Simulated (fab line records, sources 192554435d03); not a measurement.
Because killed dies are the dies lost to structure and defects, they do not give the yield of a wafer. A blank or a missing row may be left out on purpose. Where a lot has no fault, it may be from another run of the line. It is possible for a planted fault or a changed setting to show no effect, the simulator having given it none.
Chamber matching + flow n5-finfet + N5_BEOL_M5_STRIP_36 on rie-diel-04 has 4 sister chambers
The step strips in N2/H2. 8 wafers are shown with their chamber, then 7 later ones without.

== EACH WAFER AND ITS CHAMBER ==
| wafer  | chamber | showerhead-plenum-p-Torr (Torr) | drypump-motor-current-A (A) |
|--------|---------|---------------------------------|-----------------------------|
| L081.5 | 0       | 2.48                            | 5.4                         |
| L085.1 | 1       | 2.60                            | 5.1                         |
| L085.2 | 2       | 2.71                            | 4.7                         |
| L091.1 | 3       | 2.39                            | 6.0                         |
| L091.2 | 1       | 2.60                            | 5.1                         |
| L091.6 | 2       | 2.70                            | 4.8                         |
| L092.1 | 3       | 2.39                            | 5.9                         |
| L092.2 | 0       | 2.47                            | 5.4                         |

== WAFERS MISSING THEIR CHAMBER ==
| wafer  | showerhead-plenum-p-Torr (Torr) | drypump-motor-current-A (A) |
|--------|---------------------------------|-----------------------------|
| L092.4 | 2.60                            | 5.1                         |
| L093.2 | 2.70                            | 4.7                         |
| L093.5 | 2.60                            | 5.1                         |
| L093.6 | 2.70                            | 4.7                         |
| L096.1 | 2.47                            | 5.4                         |
| L096.2 | 2.70                            | 4.7                         |
| L096.5 | 2.70                            | 4.7                         |

== EACH ONE'S CHAMBER ==
| wafer  | from the rows above | in truth |
|--------|---------------------|----------|
| L092.4 | 1                   | 1        |
| L093.2 | 2                   | 2        |
| L093.5 | 1                   | 1        |
| L093.6 | 2                   | 2        |
| L096.1 | 0                   | 0        |
| L096.2 | 2                   | 2        |
| L096.5 | 2                   | 2        |
Correct placement for 7 of the 7. Can't be placed from these rows: 0. Number placed wrongly: 0.
How it was worked out, from the rows above alone: a wafer's distance from a chamber is the root of the sum, over the readings, of the square of ((its reading less the chamber's mean) divided by the reading's scatter). The wafer belongs to the nearest chamber; if the next one is less than 2 further off, it can't be placed. For every chamber, the mean is computed from those of its wafers that are shown. The scatter: the root of (the sum of the squares of (reading less its chamber's mean) over the shown wafers, divided by (wafers less chambers)).
